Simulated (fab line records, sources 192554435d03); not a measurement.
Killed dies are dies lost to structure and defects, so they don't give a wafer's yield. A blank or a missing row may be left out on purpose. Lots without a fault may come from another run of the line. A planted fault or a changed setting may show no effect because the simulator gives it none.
Chamber matching | flow n5_finfet | N5_FIN_SAQP_MANDREL1_REMOVE_56 on rie_si-03: 4 sister chambers
The step chemistry HBr/Cl2/O2, target a-Si, stops on SiNx, bt time 10 s. 27 wafers are shown with their chamber, then 12 later ones without.

WAFERS WITH THEIR CHAMBER
wafer  | chamber | throttle_valve_pct (%) | drypump_motor_current_A (A) | oes_product_au (a.u.)
L074.1 | 2       | 36.5                   | 5.5                         | 0.969
L074.4 | 3       | 36.6                   | 5.3                         | 0.984
L074.6 | 0       | 37.1                   | 5.9                         | 0.968
L075.2 | 3       | 36.6                   | 5.3                         | 0.972
L075.3 | 1       | 37.2                   | 5.1                         | 1.006
L075.6 | 2       | 36.5                   | 5.6                         | 0.978
L081.1 | 1       | 37.2                   | 5.1                         | 1.003
L081.2 | 0       | 37.1                   | 5.9                         | 0.964
L081.4 | 2       | 36.5                   | 5.5                         | 0.970
L087.2 | 0       | 37.1                   | 5.9                         | 0.972
L087.5 | 3       | 36.6                   | 5.3                         | 0.980
L087.6 | 0       | 37.1                   | 5.9                         | 0.949
L088.1 | 1       | 37.2                   | 5.0                         | 0.995
L088.4 | 1       | 37.1                   | 5.0                         | 0.999
L088.5 | 3       | 36.6                   | 5.3                         | 0.990
L089.1 | 0       | 37.1                   | 5.9                         | 0.959
L089.4 | 2       | 36.5                   | 5.6                         | 0.975
L089.6 | 3       | 36.6                   | 5.3                         | 0.978
L090.3 | 3       | 36.6                   | 5.3                         | 0.967
L090.4 | 0       | 37.1                   | 5.9                         | 0.961
L090.6 | 0       | 37.1                   | 5.9                         | 0.944
L091.2 | 2       | 36.5                   | 5.6                         | 0.977
L091.3 | 0       | 37.1                   | 5.9                         | 0.957
L091.5 | 1       | 37.2                   | 5.0                         | 0.988
L092.1 | 0       | 37.1                   | 5.9                         | 0.951
L092.2 | 1       | 37.2                   | 5.0                         | 0.999
L092.5 | 2       | 36.5                   | 5.6                         | 0.978

SIGNATURES (means of the wafers above)
reading                 | chamber 0 | chamber 1 | chamber 2 | chamber 3 | scatter within a chamber
throttle_valve_pct      | 37.100    | 37.183    | 36.500    | 36.600    | 0.019
drypump_motor_current_A | 5.900     | 5.033     | 5.567     | 5.300     | 0.0341
oes_product_au          | 0.95833   | 0.99833   | 0.97450   | 0.97850   | 0.00748
Rule: a wafer's distance from a chamber is the root of the sum, over the readings, of the square of ((its reading less the chamber's mean) divided by the reading's scatter). The wafer belongs to the nearest chamber; if the next one is less than 2 further off, it can't be placed. The scatter: the root of (the sum of the squares of (reading less its chamber's mean) over the shown wafers, divided by (wafers less chambers)).

WAFERS WITHOUT THEIR CHAMBER
wafer  | throttle_valve_pct (%) | drypump_motor_current_A (A) | oes_product_au (a.u.)
L093.3 | 37.2                   | 5.0                         | 0.997
L093.5 | 37.2                   | 5.1                         | 0.989
L093.6 | 36.5                   | 5.6                         | 0.974
L095.2 | 37.2                   | 5.0                         | 0.991
L095.5 | 37.2                   | 5.0                         | 0.991
L095.6 | 37.1                   | 5.9                         | 0.955
L096.4 | 36.6                   | 5.3                         | 0.970
L096.5 | 37.1                   | 5.9                         | 0.966
L096.6 | 36.6                   | 5.3                         | 0.964
L097.2 | 36.6                   | 5.3                         | 0.973
L097.3 | 37.1                   | 5.9                         | 0.968
L097.6 | 36.5                   | 5.5                         | 0.981

WHICH CHAMBER EACH WENT THROUGH
wafer  | from the rows above | in truth
L093.3 | 1                   | 1
L093.5 | 1                   | 1
L093.6 | 2                   | 2
L095.2 | 1                   | 1
L095.5 | 1                   | 1
L095.6 | 0                   | 0
L096.4 | 3                   | 3
L096.5 | 0                   | 0
L096.6 | 3                   | 3
L097.2 | 3                   | 3
L097.3 | 0                   | 0
L097.6 | 2                   | 2
Placed correctly: 12 of 12. Can't be placed from these rows: 0. Placed wrongly: 0.
